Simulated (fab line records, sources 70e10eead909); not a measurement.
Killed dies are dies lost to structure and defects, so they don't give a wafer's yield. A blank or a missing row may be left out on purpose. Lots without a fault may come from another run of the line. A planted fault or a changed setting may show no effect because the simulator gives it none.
Which tool did it? | flow nand_harc | 11 lots, 33 wafers sampled, at 5 steps of a route of 1159

WHAT THE GAUGES READ, wafer by wafer
NHARC_END_SORT_01. Usual: defect_limited_yield 95.0 %, standard deviation 1.7; killed_at_array 29, standard deviation 12; killed_at_other 0.7, standard deviation 1; killed_at_periphery 4, standard deviation 3.2; killed_dies 34, standard deviation 12; killed_open 3.4, standard deviation 2; killed_short 1.8, standard deviation 1.3; sort_bin_2_pct 1.6 %, standard deviation 0.7; sort_bin_3_pct 0.26 %, standard deviation 0.23; sort_bin_4_pct 3.1 %, standard deviation 1.1; sort_n_pass 643, standard deviation 12; sort_rim_yield_pct 96.4 %, standard deviation 2.6; sort_yield_pct 95.0 %, standard deviation 1.7.
lot  | measured     | on        | defect_limited_yield (%) | killed_at_array | killed_at_other | killed_at_periphery | killed_dies | killed_open | killed_short | sort_bin_2_pct (%) | sort_bin_3_pct (%) | sort_bin_4_pct (%) | sort_n_pass | sort_rim_yield_pct (%) | sort_yield_pct (%) | flag
L658 | day 23 02:55 | prober-02 | 0 0 93.4                 | 674 673 44      | 0 1 0           | 3 3 1               | 677 677 45  | 2 3 3       | 3 1 4        | 95.9 96.9 1.8      | 0.30 0.30 0.59     | 3.8 2.8 4.3        | 0 0 632     | 0 0 94.3               | 0 0 93.4           | OFF

WHICH TOOL RAN EACH LOT (tool, then ch and the chambers of the sampled wafers, then the start)
lot  | NHARC_A_M0_PVD_21            | NHARC_A_BONDPAD_ETCH_12                   | NHARC_A_BONDPAD_ETCH_24                   | NHARC_A_BONDPAD_PVD_17
L645 | pvd_sputter-02, day 18 04:08 | rie_diel-09 ch 1,2, no start              | rie_diel-02 ch 2,3, no start              | pvd_sputter-02, no start
L646 | pvd_sputter-03, day 18 04:36 | rie_diel-02 ch 0,1, no start              | rie_diel-09 ch 0,2,3, no start            | pvd_sputter-01, no start
L648 | pvd_sputter-01, day 18 06:31 | rie_diel-04 ch 0,2,3, no start            | rie_diel-09 ch 0,1,3, no start            | pvd_sputter-02, no start
L647 | pvd_sputter-01, day 18 09:19 | rie_diel-04 ch 1,2,3, no start            | rie_diel-09 ch 1,3, no start              | pvd_sputter-03, no start
L652 | pvd_sputter-02, day 19 06:14 | rie_diel-09 ch 1,2, no start              | rie_diel-04 ch 0,2,3, no start            | pvd_sputter-01, no start
L651 | pvd_sputter-01, day 19 06:44 | rie_diel-09 ch 1,2,3, no start            | rie_diel-04 ch 1,2, no start              | pvd_sputter-01, no start
L650 | pvd_sputter-02, day 19 18:16 | rie_diel-04 ch 1,2,3, no start            | rie_diel-09 ch 1,2,3, no start            | pvd_sputter-01, no start
L658 | pvd_sputter-03, day 21 09:34 | rie_diel-09 ch 3, day 23 02:55 or earlier | rie_diel-09 ch 0, day 23 02:55 or earlier | pvd_sputter-01, day 23 02:55 or earlier
L661 | pvd_sputter-01, day 22 01:44 | rie_diel-04 ch 0,3, no start              | rie_diel-09 ch 1,2,3, no start            | pvd_sputter-03, no start
L665 | pvd_sputter-01, day 22 21:14 | rie_diel-09 ch 0,1, no start              | rie_diel-09 ch 0,2,3, no start            | pvd_sputter-02, no start
L663 | pvd_sputter-01, day 22 21:46 | rie_diel-09 ch 0,2,3, no start            | rie_diel-09 ch 0,2,3, no start            | pvd_sputter-02, no start
- NHARC_A_M0_PVD_21: deposits Cu, target thk 30 nm, time 20.49 s.
- NHARC_A_BONDPAD_ETCH_12: etches the open film in CHF3/O2, target depth 220 nm, time 110 s.
- NHARC_A_BONDPAD_ETCH_24: etches the open film in CF4/N2, target depth 30 nm, time 72.99 s.
- NHARC_A_BONDPAD_PVD_17: deposits TaN, target thk 5 nm, time 8.06 s.

WHAT THE TOOLS THEMSELVES READ (means of the sampled wafers that have a number; where no wafer has one, the mark that the record gives instead)
NHARC_A_M0_PVD_21. Usual: substrate_temp_c 30.00 C, standard deviation 0.11; throttle_valve_pct 30.4 %, standard deviation 1.1.
lot  | tool           | substrate_temp_c (C) | throttle_valve_pct (%) | flag
L645 | pvd_sputter-02 | 30.00                | 30.9                   |
L646 | pvd_sputter-03 | 30.04                | 29.2                   |
L648 | pvd_sputter-01 | 30.02                | 31.1                   |
L647 | pvd_sputter-01 | 30.06                | 30.5                   |
L652 | pvd_sputter-02 | 30.09                | 31.1                   |
L651 | pvd_sputter-01 | 29.82                | 31.0                   |
L650 | pvd_sputter-02 | 29.92                | 30.2                   |
L658 | pvd_sputter-03 | 30.16                | 30.4                   |
L661 | pvd_sputter-01 | 29.98                | 31.3                   |
L665 | pvd_sputter-01 | 29.97                | 31.5                   |
L663 | pvd_sputter-01 | 30.07                | 31.1                   |

NHARC_A_BONDPAD_ETCH_12. Usual: chamber_pressure_mTorr 25.000 mTorr, standard deviation 0.023; drypump_motor_current_A 5.7 A, standard deviation 0.4; oes_product_au 0.945 a.u., standard deviation 0.021; rf_vpp_V 369.5 V, standard deviation 2.3; showerhead_plenum_p_Torr 2.35 Torr, standard deviation 0.1; throttle_valve_pct 20.571 %, standard deviation 0.0098.
lot  | tool        | chamber_pressure_mTorr (mTorr) | drypump_motor_current_A (A) | oes_product_au (a.u.) | rf_vpp_V (V) | showerhead_plenum_p_Torr (Torr) | throttle_valve_pct (%) | flag
L645 | rie_diel-09 | 24.987                         | 5.7                         | 0.964                 | 370.0        | 2.37                            | 20.573                 |
L646 | rie_diel-02 | 24.997                         | 6.1                         | 0.923                 | 367.7        | 2.23                            | 20.573                 |
L648 | rie_diel-04 | 25.006                         | 5.5                         | 0.934                 | 370.5        | 2.39                            | 20.565                 |
L647 | rie_diel-04 | 25.004                         | 5.1                         | 0.932                 | 369.1        | 2.35                            | 20.568                 |
L652 | rie_diel-09 | 25.025                         | 5.7                         | 0.973                 | 370.1        | 2.37                            | 20.577                 |
L651 | rie_diel-09 | 25.011                         | 5.6                         | 0.967                 | 369.1        | 2.35                            | 20.574                 |
L650 | rie_diel-04 | 25.005                         | 5.2                         | 0.931                 | 369.6        | 2.34                            | 20.581                 |
L658 | rie_diel-09 | 25.000                         | 5.5                         | 0.960                 | 367.6        | 2.24                            | 20.566                 |
L661 | rie_diel-04 | 25.001                         | 5.4                         | 0.921                 | 367.6        | 2.30                            | 20.566                 |
L665 | rie_diel-09 | 24.988                         | 5.9                         | 0.966                 | 370.8        | 2.46                            | 20.579                 |
L663 | rie_diel-09 | 24.986                         | 5.6                         | 0.970                 | 368.5        | 2.30                            | 20.567                 |

NHARC_A_BONDPAD_ETCH_24. Usual: chamber_pressure_mTorr 29.995 mTorr, standard deviation 0.03; drypump_motor_current_A 5.7 A, standard deviation 0.37; oes_product_au 1.000 a.u., standard deviation 0.0079; rf_vpp_V 313.2 V, standard deviation 2.2; showerhead_plenum_p_Torr 2.58 Torr, standard deviation 0.12; throttle_valve_pct 19.794 %, standard deviation 0.0095.
lot  | tool        | chamber_pressure_mTorr (mTorr) | drypump_motor_current_A (A) | oes_product_au (a.u.) | rf_vpp_V (V) | showerhead_plenum_p_Torr (Torr) | throttle_valve_pct (%) | flag
L645 | rie_diel-02 | 30.023                         | 6.0                         | 0.997                 | 312.0        | 2.48                            | 19.794                 |
L646 | rie_diel-09 | 29.998                         | 5.6                         | 0.992                 | 312.4        | 2.52                            | 19.798                 |
L648 | rie_diel-09 | 30.015                         | 5.7                         | 1.000                 | 312.8        | 2.60                            | 19.787                 |
L647 | rie_diel-09 | 30.006                         | 5.7                         | 1.002                 | 312.6        | 2.55                            | 19.792                 |
L652 | rie_diel-04 | 29.982                         | 5.5                         | 1.014                 | 314.3        | 2.61                            | 19.789                 |
L651 | rie_diel-04 | 30.005                         | 5.2                         | 1.001                 | 313.9        | 2.66                            | 19.788                 |
L650 | rie_diel-09 | 29.989                         | 5.7                         | 0.998                 | 312.8        | 2.57                            | 19.793                 |
L658 | rie_diel-09 | 29.986                         | 5.8                         | 0.994                 | 313.6        | 2.58                            | 19.781                 |
L661 | rie_diel-09 | 29.977                         | 5.7                         | 0.989                 | 313.3        | 2.57                            | 19.793                 |
L665 | rie_diel-09 | 30.008                         | 5.6                         | 0.991                 | 312.7        | 2.51                            | 19.796                 |
L663 | rie_diel-09 | 30.004                         | 5.6                         | 1.002                 | 313.0        | 2.51                            | 19.802                 |

NHARC_A_BONDPAD_PVD_17. Usual: substrate_temp_c 50.02 C, standard deviation 0.11; throttle_valve_pct 30.5 %, standard deviation 1.1.
lot  | tool           | substrate_temp_c (C) | throttle_valve_pct (%) | flag
L645 | pvd_sputter-02 | 49.93                | 30.7                   |
L646 | pvd_sputter-01 | 50.08                | 31.0                   |
L648 | pvd_sputter-02 | 50.09                | 31.0                   |
L647 | pvd_sputter-03 | 50.12                | 29.3                   |
L652 | pvd_sputter-01 | 50.08                | 31.1                   |
L651 | pvd_sputter-01 | 50.04                | 30.5                   |
L650 | pvd_sputter-01 | 50.05                | 31.5                   |
L658 | pvd_sputter-01 | 49.93                | 30.0                   |
L661 | pvd_sputter-03 | 50.06                | 29.3                   |
L665 | pvd_sputter-02 | 49.99                | 30.7                   |
L663 | pvd_sputter-02 | 50.01                | 30.5                   |

THE ANSWER, worked out from the rows above alone
Rule: a lot is off if the mean of its wafers that have a number lies more than 3 standard deviations from the usual mean. A lot without any number at a reading at which 4 lots or more have one is off too. The other lots that the step has rows for count as sound. The gauges are gone through in route order, then the tools' own readings, and for those a lot's mean is taken as printed above. The first step at which some lot is off is used, and at that step the reading that is off furthest; a lot without a number counts as furthest.
Off: L658, at NHARC_END_SORT_01 (sort_bin_2_pct). Neither off nor sound, because the step has no rows for them: L645, L646, L648, L647, L652, L651, L650, L661, L665, L663.
A tool fits if, at a process step before that reading, it ran every lot that is off, and no sound lot after the first of them. The gauges at NHARC_END_SORT_01 are tried like those tools. NHARC_A_BONDPAD_ETCH_12 gives no start for some lots, so the hours and the order of its lots are those of NHARC_END_SORT_01. NHARC_A_BONDPAD_ETCH_24 gives no start for some lots, so the hours and the order of its lots are those of NHARC_END_SORT_01. NHARC_A_BONDPAD_PVD_17 gives no start for some lots, so the hours and the order of its lots are those of NHARC_END_SORT_01. Can't be told from this: 4 tools fit, pvd_sputter-03 at NHARC_A_M0_PVD_21, rie_diel-09 at NHARC_A_BONDPAD_ETCH_12 and NHARC_A_BONDPAD_ETCH_24, pvd_sputter-01 at NHARC_A_BONDPAD_PVD_17, prober-02 at NHARC_END_SORT_01.

WHAT THE SIMULATOR HAD PUT IN
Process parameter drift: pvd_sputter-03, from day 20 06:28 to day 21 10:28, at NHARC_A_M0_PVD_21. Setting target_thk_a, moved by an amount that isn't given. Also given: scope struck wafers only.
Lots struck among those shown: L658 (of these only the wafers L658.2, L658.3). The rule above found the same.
